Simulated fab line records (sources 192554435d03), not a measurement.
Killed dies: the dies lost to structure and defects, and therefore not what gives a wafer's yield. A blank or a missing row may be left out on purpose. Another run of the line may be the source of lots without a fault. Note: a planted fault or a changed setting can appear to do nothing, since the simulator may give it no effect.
Split-lot experiment :: flow n5-finfet :: 7 lots, 39 wafers read, on a route of 1938 steps

THE SPLIT
At N5_BEOL_M14_ILD_DEP_00 (deposits SiO2 from TEOS/O2, target thk 1119.3 nm, time 237.4 s), the setting target-thk-a was moved away from the recipe's 11193 angstrom on 18 of the 39 wafers read, by -46.4% to +54.3%. This setting was run at the recipe's value on the other wafers.

FROM THE SPLIT TO THE READING: what the file shows between them, 10 steps
- N5_BEOL_M14_THK_MEAS_01
- N5_BEOL_M14_COAT_58: time 60 s, resist thk 89 nm
- N5_BEOL_M14_COAT_04: resist thk 800 nm
- N5_BEOL_M14_DESCUM_15: chemistry O2, time 7.9 s
- N5_BEOL_M14_ETCH_59: etches BARC in N2/H2, target depth 89 nm, overetch 26.7 nm, time 67.9 s
- N5_BEOL_M14_VIA_ETCH_16: etches SiO2 in C4F8/O2/Ar, target depth 1231.3 nm
- N5_BEOL_M14_STRIP_63: strips in O2
- N5_BEOL_M14_STRIP_64: strips in O2
- N5_BEOL_M14_STRIP_71: strips in post etch residue remover, time 60 s
- N5_BEOL_M14_SRD_72: time 30 s, dry time 30 s

THE READING
cd-nm, in nm, at N5_BEOL_M14_CD_MEAS_17 (target cd 250 nm). Typical for fault-free wafers on this fab line: 251.0 nm, with standard deviation 1.9 nm.

wafer: L076.1
tool, chamber at the split: pecvd-04, 2
target-thk-a as run, angstrom: 11193
against the recipe: recipe
cd-nm, nm: 254.3
against lot-mates on the recipe: -

wafer: L076.2
tool, chamber at the split: pecvd-04, 1
target-thk-a as run, angstrom: 11193
against the recipe: recipe
cd-nm, nm: 250.7
against lot-mates on the recipe: -

wafer: L076.3
tool, chamber at the split: pecvd-04, 2
target-thk-a as run, angstrom: 11193
against the recipe: recipe
cd-nm, nm: 250.4
against lot-mates on the recipe: -

wafer: L076.4
tool, chamber at the split: pecvd-04, 1
target-thk-a as run, angstrom: 6004
against the recipe: -46.4%
cd-nm, nm: 244.6
against lot-mates on the recipe: -7.2

wafer: L076.5
tool, chamber at the split: pecvd-04, 1
target-thk-a as run, angstrom: 6004
against the recipe: -46.4%
cd-nm, nm: 246.3
against lot-mates on the recipe: -5.5

wafer: L076.6
tool, chamber at the split: pecvd-04, 2
target-thk-a as run, angstrom: 6004
against the recipe: -46.4%
cd-nm, nm: 244.3
against lot-mates on the recipe: -7.5

wafer: L081.1
tool, chamber at the split: pecvd-03, 2
target-thk-a as run, angstrom: 16840
against the recipe: +50.5%
cd-nm, nm: 258.0
against lot-mates on the recipe: +7.9

wafer: L081.2
tool, chamber at the split: pecvd-03, 1
target-thk-a as run, angstrom: 16840
against the recipe: +50.5%
cd-nm, nm: 257.8
against lot-mates on the recipe: +7.7

wafer: L081.3
tool, chamber at the split: pecvd-03, 0
target-thk-a as run, angstrom: 16840
against the recipe: +50.5%
cd-nm, nm: 257.8
against lot-mates on the recipe: +7.7

wafer: L081.4
tool, chamber at the split: pecvd-03, 2
target-thk-a as run, angstrom: 11193
against the recipe: recipe
cd-nm, nm: 249.3
against lot-mates on the recipe: -

wafer: L081.5
tool, chamber at the split: pecvd-03, 1
target-thk-a as run, angstrom: 11193
against the recipe: recipe
cd-nm, nm: 249.6
against lot-mates on the recipe: -

wafer: L081.6
tool, chamber at the split: pecvd-03, 0
target-thk-a as run, angstrom: 11193
against the recipe: recipe
cd-nm, nm: 251.5
against lot-mates on the recipe: -

wafer: L084.1
tool, chamber at the split: pecvd-04, 1
target-thk-a as run, angstrom: 11193
against the recipe: recipe
cd-nm, nm: 253.6
against lot-mates on the recipe: -

wafer: L084.2
tool, chamber at the split: pecvd-04, 2
target-thk-a as run, angstrom: 17270
against the recipe: +54.3%
cd-nm, nm: 257.1
against lot-mates on the recipe: +5.8

wafer: L084.3
tool, chamber at the split: pecvd-04, 1
target-thk-a as run, angstrom: 17270
against the recipe: +54.3%
cd-nm, nm: 256.2
against lot-mates on the recipe: +4.9

wafer: L084.4
tool, chamber at the split: pecvd-04, 2
target-thk-a as run, angstrom: 17270
against the recipe: +54.3%
cd-nm, nm: 258.8
against lot-mates on the recipe: +7.5

wafer: L084.5
tool, chamber at the split: pecvd-04, 1
target-thk-a as run, angstrom: 11193
against the recipe: recipe
cd-nm, nm: 250.2
against lot-mates on the recipe: -

wafer: L084.6
tool, chamber at the split: pecvd-04, 2
target-thk-a as run, angstrom: 11193
against the recipe: recipe
cd-nm, nm: 250.0
against lot-mates on the recipe: -

wafer: L085.1
tool, chamber at the split: pecvd-03, 2
target-thk-a as run, angstrom: 11193
against the recipe: recipe
cd-nm, nm: 249.7
against lot-mates on the recipe: -

wafer: L085.2
tool, chamber at the split: pecvd-03, 1
target-thk-a as run, angstrom: 11193
against the recipe: recipe
cd-nm, nm: 249.5
against lot-mates on the recipe: -

wafer: L085.3
tool, chamber at the split: pecvd-03, 0
target-thk-a as run, angstrom: 14380
against the recipe: +28.5%
cd-nm, nm: 253.4
against lot-mates on the recipe: +2.8

wafer: L085.4
tool, chamber at the split: pecvd-03, 1
target-thk-a as run, angstrom: 14380
against the recipe: +28.5%
cd-nm, nm: 257.2
against lot-mates on the recipe: +6.6

wafer: L085.5
tool, chamber at the split: pecvd-03, 0
target-thk-a as run, angstrom: 14380
against the recipe: +28.5%
cd-nm, nm: 254.6
against lot-mates on the recipe: +4.0

wafer: L085.6
tool, chamber at the split: pecvd-03, 2
target-thk-a as run, angstrom: 11193
against the recipe: recipe
cd-nm, nm: 252.7
against lot-mates on the recipe: -

wafer: L087.1
tool, chamber at the split: pecvd-02, 1
target-thk-a as run, angstrom: 11193
against the recipe: recipe
cd-nm, nm: 254.7
against lot-mates on the recipe: -

wafer: L087.4
tool, chamber at the split: pecvd-02, 1
target-thk-a as run, angstrom: 11193
against the recipe: recipe
cd-nm, nm: 252.9
against lot-mates on the recipe: -

wafer: L087.5
tool, chamber at the split: pecvd-02, 0
target-thk-a as run, angstrom: 11193
against the recipe: recipe
cd-nm, nm: 254.1
against lot-mates on the recipe: -

wafer: L089.1
tool, chamber at the split: pecvd-02, 2
target-thk-a as run, angstrom: 15600
against the recipe: +39.4%
cd-nm, nm: 255.3
against lot-mates on the recipe: +3.2

wafer: L089.2
tool, chamber at the split: pecvd-02, 0
target-thk-a as run, angstrom: 11193
against the recipe: recipe
cd-nm, nm: 253.6
against lot-mates on the recipe: -

wafer: L089.3
tool, chamber at the split: pecvd-02, 1
target-thk-a as run, angstrom: 11193
against the recipe: recipe
cd-nm, nm: 252.7
against lot-mates on the recipe: -

wafer: L089.4
tool, chamber at the split: pecvd-02, 1
target-thk-a as run, angstrom: 15600
against the recipe: +39.4%
cd-nm, nm: 252.7
against lot-mates on the recipe: +0.6

wafer: L089.5
tool, chamber at the split: pecvd-02, 0
target-thk-a as run, angstrom: 15600
against the recipe: +39.4%
cd-nm, nm: 254.7
against lot-mates on the recipe: +2.6

wafer: L089.6
tool, chamber at the split: pecvd-02, 2
target-thk-a as run, angstrom: 11193
against the recipe: recipe
cd-nm, nm: 250.0
against lot-mates on the recipe: -

wafer: L094.1
tool, chamber at the split: pecvd-02, 2
target-thk-a as run, angstrom: 16590
against the recipe: +48.2%
cd-nm, nm: 255.2
against lot-mates on the recipe: +3.7

wafer: L094.2
tool, chamber at the split: pecvd-02, 1
target-thk-a as run, angstrom: 11193
against the recipe: recipe
cd-nm, nm: 251.0
against lot-mates on the recipe: -

wafer: L094.3
tool, chamber at the split: pecvd-02, 0
target-thk-a as run, angstrom: 16590
against the recipe: +48.2%
cd-nm, nm: 255.0
against lot-mates on the recipe: +3.5

wafer: L094.4
tool, chamber at the split: pecvd-02, 0
target-thk-a as run, angstrom: 16590
against the recipe: +48.2%
cd-nm, nm: 257.2
against lot-mates on the recipe: +5.7

wafer: L094.5
tool, chamber at the split: pecvd-02, 2
target-thk-a as run, angstrom: 11193
against the recipe: recipe
cd-nm, nm: 252.5
against lot-mates on the recipe: -

wafer: L094.6
tool, chamber at the split: pecvd-02, 1
target-thk-a as run, angstrom: 11193
against the recipe: recipe
cd-nm, nm: 250.9
against lot-mates on the recipe: -

FIT RESULTS
A straight line over all 39 wafers: cd-nm changes by +0.113 nm for each +1% of target-thk-a; r = +0.89; the points scatter about the line by 1.7 nm.
The same after taking each lot's own level away (the mean of its wafers on the recipe; 39 wafers): +0.121 nm for each +1%; r = +0.90; scatter 1.6 nm.
On that fit, the largest move of target-thk-a shifts the reading by 6.6 nm.
From 250.13 to 253.90 nm: that is the span of the lots' own levels, equal to 2.0 times the standard deviation above.
So the lot-to-lot level changes the slope little: the two slopes agree.
Check: +6.39 nm against its lot-mates is what the line predicts for one of the wafers moved furthest among these (+54.3%) when that wafer is left out of the fit. It came out at +5.83 nm against them.

FURTHER SPLITS ON THESE WAFERS
These wafers also went through other splits before the reading. Each is held against what the fit with the lots' levels taken away leaves over:
other split on the same wafers: N5_BEOL_M5_HM_DEP_02 target-thk-a
wafers away from the commonest value: 15
r with cd-nm (lot level and that fit taken away): +0.31

THE WHOLE CHAIN: every reading that the file lists as answering this split, in the file's order
step: N5_BEOL_M14_ILD_DEP_00
what it does: deposits SiO2 from TEOS/O2, target thk 1119.3 nm, time 237.4 s
reading: SiO2_of_BEOL_M14_ILD_DEP_00.thk-nm (the simulator's own value, which no gauge read)
change (the file's fit): +11.1 nm for each +1% of the setting
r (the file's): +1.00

step: N5_BEOL_M14_THK_MEAS_01
what it does: 
reading: M14_ILD_THK
change (the file's fit): +11.1 for each +1% of the setting
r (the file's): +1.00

step: N5_BEOL_M14_VIA_ETCH_16
what it does: etches SiO2 in C4F8/O2/Ar, target depth 1231.3 nm
reading: etch.depth-nm (the simulator's own value, which no gauge read)
change (the file's fit): +11.1 nm for each +1% of the setting
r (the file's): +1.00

step: N5_BEOL_M14_VIA_ETCH_16
what it does: etches SiO2 in C4F8/O2/Ar, target depth 1231.3 nm
reading: coat_of_BEOL_M14_COAT_04.thk-nm (the simulator's own value, which no gauge read)
change (the file's fit): -2.63 nm for each +1% of the setting
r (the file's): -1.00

step: N5_BEOL_M14_CD_MEAS_17
what it does: target cd 250 nm
reading: cd-nm
change (the file's fit): +0.118 nm for each +1% of the setting
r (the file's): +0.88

FILE'S OWN FIT
cd-nm changes by +0.118 nm for each +1% of target-thk-a, r = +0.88.
